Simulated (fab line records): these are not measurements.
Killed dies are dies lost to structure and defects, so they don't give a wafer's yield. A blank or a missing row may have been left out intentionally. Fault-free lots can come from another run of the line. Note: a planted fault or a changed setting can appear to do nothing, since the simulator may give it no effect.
fab line records	flow n5Finfet	part 1 of 2: steps 1 to 15 of 27
record: lots: 5	wafers: 15	lastDay: 18
route steps=1938 shown DUMMY_GATE@236 SPACER0@258 SD_EPI_N@262
lots that met no fault: from a run of the same line without faults
startH: start of the lot's first displayed wafer, in hours after the record's first day	waitH: time in hours since the lot's previous step	" as in the row above	L1.1+2: a single row standing in for several wafers	- no value, or no start was given	* or withheld: withheld	< > ~ a bound
route shown NAME@n: names a module that has steps shown in the file, with the first one's number in the route	usual: mean and standard deviation over wafers with no fault	same: alike in all rows	chamber/n: place in a boat	sites: per-site readings	_std_site: standard deviation across them	_edge_site: the outer-site mean with the inner-site mean subtracted	radiusMm: how far each site lies from the wafer's centre	mask NAME#n: copy n	behind: the most recent tool/chamber to have shaped the wafer	hold: cause of the lot's hold/its duration in hours/its outcome	device: whichever transistor did not switch (one of n, p or np)	end of line: the same wafers' tests at the end of the route	for a step that has no rows: nothing shown but its recipe	killed: count of dies lost to structure and defects at first sort (not the wafer's yield)	map: dies across one wafer; x = killed, . = not, _ = none there
set.NAME: the setting that was run; set.NAME@STEP: the one run at that earlier step	model.NAME: the simulator's own value behind a step, which no gauge read
lots at selected steps of the route; one table per step, one row per wafer
services: when a tool's chamber went out of use (startH, in hours from the record's first day, below 0 if earlier), for how many hours, and the reason
== steps ==
step: N5_DUMMY_GATE_ETCH_36
recipe: chemistry: CF4	target: SiARC	targetDepthA: 130	pressureMtorr: 40	sourceW: 545	biasW: 36	Ar_flow_sccm: 100	cf4FlowSccm: 100	ionEnergyEv: 80
usual: drypumpMotorCurrentA: 5.7/0.38	oesProductAu: 0.76/0.079	rfVppV: 184.4/1.1	showerheadPlenumPTorr: 2.17/0.079	throttleValvePct: 15.71/0.18
lot.wafer	tool	chamber	startH	waitH	drypumpMotorCurrentA	oesProductAu	rfHoursCounterH	rfVppV	showerheadPlenumPTorr	throttleValvePct
L079.1	rieDiel-01	0	76.56	0.0	5.9	0.71	204	183.2	2.11	15.93
L079.2	"	2	"	"	5.5	0.75	174	184.9	2.22	15.78
L079.6	"	3	"	"	6.4	0.69	-	185.4	2.19	15.56
L081.2	rieDiel-06	1	87.85	0.0	5.2	0.87	38	186.1	2.26	15.73
L081.3	"	0	"	"	5.5	0.67	240	182.2	2.12	15.89
L081.6	"	1	"	"	5.2	0.86	-	186.7	2.27	15.77
L087.1	rieDiel-01	3	125.73	0.0	6.4	0.68	247	185.6	2.19	15.58
L087.2	"	2	"	"	5.5	0.74	191	184.5	2.22	15.82
L087.4	"	2	"	"	5.5	0.75	-	184.8	2.22	15.81
L094.1	rieDiel-01	0	165.94	0.0	5.9	0.70	232	182.9	2.10	15.97
L094.3	"	2	"	"	5.5	0.74	205	184.0	2.21	15.84
L094.6	"	1	"	"	5.2	0.69	-	183.4	2.23	15.91
L096.1	rieDiel-01	2	178.51	0.0	5.5	0.73	210	183.1	2.21	15.85
L096.4	"	3	"	"	6.4	0.96	0	185.5	2.18	15.08
L096.6	"	0	"	"	5.9	0.70	-	183.9	2.10	15.98
step: N5_DUMMY_GATE_ETCH_37
recipe: chemistry: N2/H2	target: SOC	targetDepthA: 600	overetchA: 300	tempC: 40	ionEnergyEv: 200	pressureMtorr: 30	sourceW: 840	biasW: 150	n2FlowSccm: 200	h2FlowSccm: 200
usual: drypumpMotorCurrentA: 5.7/0.38	oesProductAu: 0.60/0.058	rfVppV: 524.8/2.8	showerheadPlenumPTorr: 2.59/0.098	throttleValvePct: 18.01/0.26
lot.wafer	tool	chamber	startH	waitH	drypumpMotorCurrentA	oesProductAu	rfHoursCounterH	rfVppV	showerheadPlenumPTorr	throttleValvePct
L079.1	rieDiel-01	0	76.60	0.0	5.9	0.58	204	524.0	2.56	18.47
L079.2	"	2	"	"	5.5	0.60	174	527.6	2.63	17.93
L079.6	"	3	"	"	6.4	0.55	-	527.4	2.62	17.89
L081.2	rieDiel-06	1	87.89	0.0	5.2	0.68	38	527.4	2.68	17.93
L081.3	"	0	"	"	5.5	0.54	240	523.4	2.49	18.04
L081.6	"	1	"	"	5.2	0.67	-	528.7	2.68	17.91
L087.1	rieDiel-01	3	125.79	0.0	6.4	0.55	247	523.5	2.62	17.91
L087.2	"	2	"	"	5.5	0.59	191	527.2	2.62	17.97
L087.4	"	2	"	"	5.5	0.58	-	526.2	2.62	17.96
L094.1	rieDiel-01	0	165.98	0.0	5.9	0.56	233	521.6	2.54	18.53
L094.3	"	2	"	"	5.5	0.58	205	525.9	2.61	17.97
L094.6	"	1	"	"	5.2	0.56	-	527.3	2.63	18.09
L096.1	rieDiel-01	2	178.55	0.0	5.5	0.57	210	527.2	2.61	17.98
L096.4	"	3	"	"	6.4	0.77	0	525.3	2.61	17.44
L096.6	"	0	"	"	5.9	0.56	-	523.3	2.54	18.53
step: N5_DUMMY_GATE_STRIP_38
recipe: chemistry: N2/H2	tempC: 40	n2FlowSccm: 200	h2FlowSccm: 200	rfFrequencyHz: 6e+07
lot.wafer	tool	chamber	startH	waitH
L079.1+2+6	rieDiel-01	0,2,3	76.64	0.0
L081.2+3+6	rieDiel-06	1,0,1	87.93	0.0
L087.1+2+4	rieDiel-01	3,2,2	125.85	0.0
L094.1+3+6	rieDiel-01	0,2,1	166.02	0.0
L096.1+4+6	rieDiel-01	2,3,0	178.59	0.0
step: N5_DUMMY_GATE_STRIP_39
recipe: chemistry: N2/H2	tempC: 40	n2FlowSccm: 200	h2FlowSccm: 200	rfFrequencyHz: 6e+07
lot.wafer	tool	chamber	startH	waitH
L079.1+2+6	rieDiel-01	0,2,3	76.65	0.0
L081.2+3+6	rieDiel-06	1,0,1	87.94	0.0
L087.1+2+4	rieDiel-01	3,2,2	125.87	0.0
L094.1+3+6	rieDiel-01	0,2,1	166.03	0.0
L096.1+4+6	rieDiel-01	2,3,0	178.60	0.0
step: N5_DUMMY_GATE_TRIM_49
recipe: chemistry: O2	resist: SOC	timeS: 29	targetCdNm: 14	sourcePowerW: 300	biasPowerW: 0	O2_flow_sccm: 100	tempC: 20
usual: drypumpMotorCurrentA: 5.7/0.36	oesProductAu: 0.996/0.02	throttleValvePct: 8.19/0.17
lot.wafer	tool	chamber	startH	waitH	drypumpMotorCurrentA	oesProductAu	rfHoursCounterH	throttleValvePct
L079.1	rieSi-01	1	76.68	0.0	5.7	0.989	105	7.94
L079.2	"	0	"	"	5.1	1.008	7	7.98
L079.6	"	2	"	"	6.1	0.992	-	8.54
L081.2	rieSi-03	2	87.97	0.0	5.1	0.992	111	8.38
L081.3	"	1	"	"	6.3	0.995	195	8.35
L081.6	"	3	"	"	5.9	1.010	-	8.28
L087.1	rieSi-04	0	125.90	0.0	6.1	0.990	100	8.17
L087.2	"	2	"	"	5.8	0.991	99	8.19
L087.4	"	1	"	"	5.2	1.024	161	8.30
L094.1	rieSi-04	1	166.06	0.0	5.3	1.033	161	8.28
L094.3	"	0	"	"	6.0	0.998	101	8.17
L094.6	"	0	"	"	6.1	0.984	-	8.15
L096.1	rieSi-01	2	178.63	0.0	6.1	0.967	182	8.55
L096.4	"	3	"	"	5.5	1.014	155	8.40
L096.6	"	0	"	"	5.0	0.980	-	7.97
step: N5_DUMMY_GATE_STRIP_40
recipe: chemistry: CF4	resist: SiARC	powerW: 300	biasPowerW: 75	pressureMtorr: 50	cf4FlowSccm: 150	rfFrequencyHz: 6e+07
usual: drypumpMotorCurrentA: 5.7/0.39	oesProductAu: 0.74/0.071	rfVppV: 272.0/1.4	showerheadPlenumPTorr: 1.83/0.053	throttleValvePct: 13.71/0.16
lot.wafer	tool	chamber	startH	waitH	drypumpMotorCurrentA	oesProductAu	rfHoursCounterH	rfVppV	showerheadPlenumPTorr	throttleValvePct
L079.1	rieDiel-02	0	76.84	0.1	5.7	0.75	144	272.8	1.87	13.85
L079.2	"	1	"	"	5.8	0.74	143	272.4	1.79	13.50
L079.6	"	0	"	"	5.7	0.75	-	272.5	1.87	13.83
L081.2	rieDiel-01	1	88.07	0.1	5.2	0.72	183	272.4	1.87	13.79
L081.3	"	2	"	"	5.5	0.73	178	272.3	1.85	13.73
L081.6	"	1	"	"	5.2	0.71	-	271.2	1.87	13.80
L087.1	rieDiel-01	2	126.13	0.2	5.5	0.74	191	272.2	1.85	13.74
L087.2	"	3	"	"	6.4	0.69	247	272.1	1.84	13.66
L087.4	"	3	"	"	6.4	0.69	-	272.4	1.84	13.68
L094.1	rieDiel-06	0	166.16	0.1	5.5	0.92	8	269.6	1.78	13.38
L094.3	"	1	"	"	5.3	0.81	63	273.9	1.90	13.76
L094.6	"	1	"	"	5.2	0.82	-	275.7	1.90	13.76
L096.1	rieDiel-02	3	178.73	0.1	6.3	0.76	128	270.1	1.65	13.56
L096.4	"	2	"	"	5.7	0.89	32	273.0	1.90	13.44
L096.6	"	0	"	"	5.7	0.73	-	273.5	1.86	13.90
step: N5_DUMMY_GATE_CD_MEAS_50
recipe: targetCdNm: 14
usual: cdNm: 14.0/0.43
lot.wafer	tool	chamber	startH	waitH	cdNm
L079.1	cdSem-01	-	76.89	0.0	14.1
L079.2	"	-	"	"	14.6
L079.6	"	-	"	"	14.4
L081.2	cdSem-01	-	88.13	0.0	14.2
L081.3	"	-	"	"	14.5
L081.6	"	-	"	"	14.4
L087.1	cdSem-02	-	126.19	0.0	14.6
L087.2	"	-	"	"	14.3
L087.4	"	-	"	"	13.8
L094.1	cdSem-03	-	166.21	0.0	13.4
L094.3	"	-	"	"	14.1
L094.6	"	-	"	"	13.8
L096.1	cdSem-02	-	178.78	0.0	14.2
L096.4	"	-	"	"	14.5
L096.6	"	-	"	"	14.7
step: N5_DUMMY_GATE_ETCH_31
recipe: chemistry: C4F6/O2	target: SiO2	maskMaterial: SOC	targetDepthA: 825	timeS: 27.5	ionEnergyEv: 250	pressureMtorr: 30	sourceW: 345	biasW: 185	Ar_flow_sccm: 300	C4F6_flow_sccm: 10	O2_flow_sccm: 10
usual: drypumpMotorCurrentA: 5.8/0.38	oesProductAu: 0.76/0.073	rfVppV: 665/15	showerheadPlenumPTorr: 2.88/0.11	throttleValvePct: 21.26/0.21
lot.wafer	tool	chamber	startH	waitH	drypumpMotorCurrentA	oesProductAu	rfHoursCounterH	rfVppV	showerheadPlenumPTorr	throttleValvePct
L079.1	rieDiel-06	1	76.94	0.0	5.2	0.87	35	686	3.00	21.32
L079.2	"	0	"	"	5.5	0.68	236	698	2.80	21.36
L079.6	"	1	"	"	5.2	0.88	-	686	3.00	21.33
L081.2	rieDiel-02	1	88.17	0.0	5.8	0.76	147	657	2.85	21.15
L081.3	"	3	"	"	6.3	0.80	101	672	2.63	21.17
L081.6	"	0	"	"	5.6	0.76	-	692	2.94	21.32
L087.1	rieDiel-02	0	126.31	0.1	5.7	0.75	160	691	2.94	21.33
L087.2	"	1	"	"	5.8	0.74	158	657	2.85	21.15
L087.4	"	2	"	"	5.7	0.95	14	660	3.03	21.17
L094.1	rieDiel-01	0	166.26	0.0	5.9	0.70	233	650	2.80	21.54
L094.3	"	2	"	"	5.5	0.74	205	660	2.96	21.47
L094.6	"	0	"	"	5.9	0.70	-	651	2.80	21.52
L096.1	rieDiel-02	0	178.83	0.0	5.7	0.74	177	691	2.93	21.35
L096.4	"	3	"	"	6.3	0.76	128	671	2.62	21.19
L096.6	"	2	"	"	5.7	0.92	-	660	3.02	21.20
step: N5_DUMMY_GATE_STRIP_41
recipe: chemistry: O2	powerW: 400	tempC: 40	pressureMtorr: 30	rfFrequencyHz: 6e+07	biasPowerW: 0	overashFraction: 0.3	o2FlowSccm: 225
usual: drypumpMotorCurrentA: 5.8/0.37	oesProductAu: 0.76/0.073	rfVppV: 3.7/0.52	showerheadPlenumPTorr: 2.12/0.084	throttleValvePct: 16.75/0.15
lot.wafer	tool	chamber	startH	waitH	drypumpMotorCurrentA	oesProductAu	rfHoursCounterH	rfVppV	showerheadPlenumPTorr	throttleValvePct
L079.1	rieDiel-06	1	76.99	0.0	5.2	0.87	35	3.6	2.21	16.75
L079.2	"	0	"	"	5.5	0.67	236	2.9	2.06	16.84
L079.6	"	1	"	"	5.2	0.87	-	2.9	2.21	16.75
L081.2	rieDiel-02	1	88.22	0.0	5.8	0.76	147	3.3	2.10	16.63
L081.3	"	3	"	"	6.3	0.80	101	4.1	1.94	16.71
L081.6	"	0	"	"	5.7	0.76	-	2.9	2.18	16.88
L087.1	rieDiel-02	0	126.36	0.0	5.6	0.75	160	3.9	2.18	16.91
L087.2	"	1	"	"	5.8	0.73	158	2.8	2.09	16.65
L087.4	"	2	"	"	5.7	0.95	14	4.1	2.24	16.61
L094.1	rieDiel-01	0	166.31	0.0	5.9	0.71	233	2.9	2.05	17.02
L094.3	"	2	"	"	5.5	0.72	205	4.5	2.17	16.91
L094.6	"	0	"	"	5.9	0.72	-	3.6	2.05	17.01
L096.1	rieDiel-02	0	178.87	0.0	5.7	0.73	177	4.4	2.17	16.96
L096.4	"	3	"	"	6.3	0.77	128	4.1	1.93	16.75
L096.6	"	2	"	"	5.7	0.90	-	4.6	2.24	16.66
step: N5_DUMMY_GATE_HM_OPEN_21
recipe: chemistry: CH3F/O2	target: SiNx	targetDepthA: 1200	Ar_flow_sccm: 150	CH3F_flow_sccm: 30	O2_flow_sccm: 23	timeS: 171.4	pressureMtorr: 30	sourceW: 395	biasW: 73	ionEnergyEv: 120.7
usual: drypumpMotorCurrentA: 5.8/0.37	oesProductAu: 0.76/0.072	rfVppV: 299/6.6	showerheadPlenumPTorr: 2.05/0.083	throttleValvePct: 16.57/0.18
lot.wafer	tool	chamber	startH	waitH	drypumpMotorCurrentA	oesProductAu	rfHoursCounterH	rfVppV	showerheadPlenumPTorr	throttleValvePct
L079.1	rieDiel-06	1	77.03	0.0	5.2	0.87	35	308	2.14	16.56
L079.2	"	0	"	"	5.5	0.69	236	315	1.99	16.67
L079.6	"	1	"	"	5.2	0.88	-	309	2.14	16.55
L081.2	rieDiel-02	1	88.26	0.0	5.7	0.75	147	296	2.03	16.44
L081.3	"	3	"	"	6.3	0.79	101	300	1.86	16.45
L081.6	"	0	"	"	5.7	0.75	-	312	2.09	16.65
L087.1	rieDiel-02	0	126.40	0.0	5.7	0.76	160	311	2.09	16.69
L087.2	"	1	"	"	5.8	0.74	158	296	2.02	16.47
L087.4	"	2	"	"	5.7	0.94	14	297	2.16	16.37
L094.1	rieDiel-01	0	166.35	0.0	5.9	0.70	233	293	1.99	16.85
L094.3	"	2	"	"	5.5	0.73	205	297	2.10	16.74
L094.6	"	0	"	"	5.9	0.70	-	293	1.99	16.83
L096.1	rieDiel-02	0	178.91	0.0	5.7	0.74	177	311	2.08	16.71
L096.4	"	3	"	"	6.3	0.76	128	301	1.85	16.50
L096.6	"	2	"	"	5.7	0.91	-	297	2.15	16.42
step: N5_DUMMY_GATE_ETCH_32
recipe: chemistry: CF4	target: SiO2	targetDepthA: 35	timeS: 3.9	ionEnergyEv: 350	pressureMtorr: 10	icpW: 800	biasW: 400	cf4FlowSccm: 80
usual: drypumpMotorCurrentA: 5.6/0.38	oesProductAu: 0.994/0.025	throttleValvePct: 21.90/0.21
lot.wafer	tool	chamber	startH	waitH	drypumpMotorCurrentA	oesProductAu	rfHoursCounterH	throttleValvePct
L079.1	rieSi-01	2	77.19	0.1	6.1	0.975	180	22.33
L079.2	"	3	"	"	5.5	1.003	154	22.10
L079.6	"	0	"	"	5.1	0.962	-	21.75
L081.2	rieSi-04	1	88.42	0.1	5.3	1.040	160	21.96
L081.3	"	0	"	"	6.1	1.002	100	21.60
L081.6	"	3	"	"	5.4	0.964	-	21.74
L087.1	rieSi-03	3	126.56	0.1	5.9	1.021	80	22.04
L087.2	"	2	"	"	5.1	1.026	111	21.93
L087.4	"	0	"	"	5.9	1.006	-	21.65
L094.1	rieSi-01	0	166.51	0.1	5.1	0.959	8	21.76
L094.3	"	3	"	"	5.5	0.998	155	22.09
L094.6	"	0	"	"	5.1	0.954	-	21.75
L096.1	rieSi-03	3	179.07	0.1	5.9	1.009	80	22.03
L096.4	"	0	"	"	6.0	1.007	80	21.68
L096.6	"	3	"	"	5.9	1.007	-	22.04
step: N5_DUMMY_GATE_ETCH_23
recipe: chemistry: HBr/Cl2/O2	HBr_flow_sccm: 150	Cl2_flow_sccm: 80	O2_flow_sccm: 12	biasW: 102	targetDepthA: 410	timeS: 22.3	target: poly-Si	maskMaterial: SiO2	pressureMtorr: 10	icpW: 800
usual: drypumpMotorCurrentA: 5.7/0.38	oesProductAu: 0.994/0.022	throttleValvePct: 37.5/0.36
lot.wafer	tool	chamber	startH	waitH	drypumpMotorCurrentA	oesProductAu	rfHoursCounterH	throttleValvePct
L079.1	rieSi-01	2	77.22	0.0	6.1	0.978	180	37.9
L079.2	"	3	"	"	5.5	0.999	154	37.9
L079.6	"	0	"	"	5.1	0.971	-	37.1
L081.2	rieSi-04	1	88.45	0.0	5.3	1.041	160	37.6
L081.3	"	0	"	"	6.1	1.006	100	37.2
L081.6	"	3	"	"	5.4	0.969	-	37.9
L087.1	rieSi-03	3	126.59	0.0	5.9	1.019	80	37.2
L087.2	"	2	"	"	5.2	1.004	111	37.8
L087.4	"	0	"	"	6.0	1.005	-	37.2
L094.1	rieSi-01	0	166.54	0.0	5.1	0.973	8	37.1
L094.3	"	3	"	"	5.5	1.007	155	37.9
L094.6	"	0	"	"	5.1	0.966	-	37.1
L096.1	rieSi-03	3	179.11	0.0	5.9	1.014	80	37.2
L096.4	"	0	"	"	5.9	1.015	80	37.2
L096.6	"	3	"	"	5.9	1.016	-	37.2
step: N5_DUMMY_GATE_ETCH_44
recipe: chemistry: HBr/O2	overEtchFrac: 0.7	targetDepthA: 1275	stopOn: SiO2	ionEnergyEv: 60	biasW: 20	target: poly-Si	maskMaterial: SiO2	pressureMtorr: 20	icpW: 400	HBr_flow_sccm: 120	O2_flow_sccm: 10
usual: drypumpMotorCurrentA: 5.6/0.38	oesProductAu: 0.725/0.012	throttleValvePct: 18.62/0.23
lot.wafer	tool	chamber	startH	waitH	drypumpMotorCurrentA	oesProductAu	rfHoursCounterH	throttleValvePct
L079.1	rieSi-01	2	77.28	0.0	6.1	0.707	180	18.91
L079.2	"	3	"	"	5.5	0.718	154	18.92
L079.6	"	0	"	"	5.0	0.714	-	18.31
L081.2	rieSi-04	1	88.51	0.0	5.3	0.733	160	18.85
L081.3	"	0	"	"	6.1	0.714	100	18.57
L081.6	"	3	"	"	5.4	0.688	-	18.51
L087.1	rieSi-03	3	126.65	0.0	5.9	0.728	80	18.66
L087.2	"	2	"	"	5.1	0.750	111	18.91
L087.4	"	0	"	"	5.9	0.742	-	18.59
L094.1	rieSi-01	0	166.60	0.0	5.0	0.720	8	18.28
L094.3	"	3	"	"	5.5	0.724	155	18.93
L094.6	"	0	"	"	5.1	0.719	-	18.30
L096.1	rieSi-03	3	179.16	0.0	5.9	0.731	80	18.66
L096.4	"	0	"	"	5.9	0.739	80	18.58
L096.6	"	3	"	"	5.9	0.722	-	18.67
step: N5_DUMMY_GATE_CD_MEAS_24
recipe: targetCdNm: 15
usual: cdNm: 15.0/0.53
lot.wafer	tool	chamber	startH	waitH	cdNm
L079.1	cdSem-03	-	77.39	0.1	14.9
L079.2	"	-	"	"	15.4
L079.6	"	-	"	"	15.5
L081.2	cdSem-03	-	88.62	0.1	15.1
L081.3	"	-	"	"	15.2
L081.6	"	-	"	"	15.6
L087.1	cdSem-03	-	126.76	0.1	15.7
L087.2	"	-	"	"	15.6
L087.4	"	-	"	"	14.5
L094.1	cdSem-03	-	166.70	0.1	14.2
L094.3	"	-	"	"	15.1
L094.6	"	-	"	"	14.5
L096.1	cdSem-02	-	179.27	0.1	15.4
L096.4	"	-	"	"	15.8
L096.6	"	-	"	"	15.5
step: N5_DUMMY_GATE_ETCH_42
recipe: chemistry: CHF3/O2	target: SiO2	targetDepthA: 35	timeS: 31	ionEnergyEv: 30	biasW: 12	pressureMtorr: 30	sourceW: 600	Ar_flow_sccm: 200	CHF3_flow_sccm: 50	O2_flow_sccm: 5
usual: drypumpMotorCurrentA: 5.7/0.4	oesProductAu: 0.78/0.094	rfVppV: 43.0/1.2	showerheadPlenumPTorr: 2.44/0.086	throttleValvePct: 18.81/0.2
lot.wafer	tool	chamber	startH	waitH	drypumpMotorCurrentA	oesProductAu	rfHoursCounterH	rfVppV	showerheadPlenumPTorr	throttleValvePct
L079.1	rieDiel-02	0	77.43	0.0	5.7	0.76	145	42.9	2.50	18.96
L079.2	"	2	"	"	5.7	1.01	0	42.4	2.57	18.72
L079.6	"	1	"	"	5.8	0.75	-	43.1	2.42	18.77
L081.2	rieDiel-02	2	88.67	0.0	5.7	0.98	4	42.0	2.57	18.74
L081.3	"	1	"	"	5.8	0.76	147	43.0	2.42	18.78
L081.6	"	1	"	"	5.8	0.75	-	43.8	2.42	18.78
L087.1	rieDiel-02	2	126.84	0.1	5.7	0.95	14	42.2	2.56	18.72
L087.2	"	3	"	"	6.3	0.78	113	42.4	2.23	18.82
L087.4	"	1	"	"	5.8	0.74	158	42.8	2.41	18.78
L094.1	rieDiel-06	3	166.90	0.2	5.1	1.02	0	41.5	2.38	18.70
L094.3	"	2	"	"	6.2	0.71	207	43.1	2.46	18.47
L094.6	"	1	"	"	5.2	0.82	-	44.8	2.53	18.93
L096.1	rieDiel-06	2	179.32	0.0	6.2	0.70	211	43.9	2.46	18.48
L096.4	"	0	"	"	5.5	0.93	12	43.6	2.37	18.63
L096.6	"	0	"	"	5.5	0.93	-	43.2	2.37	18.62
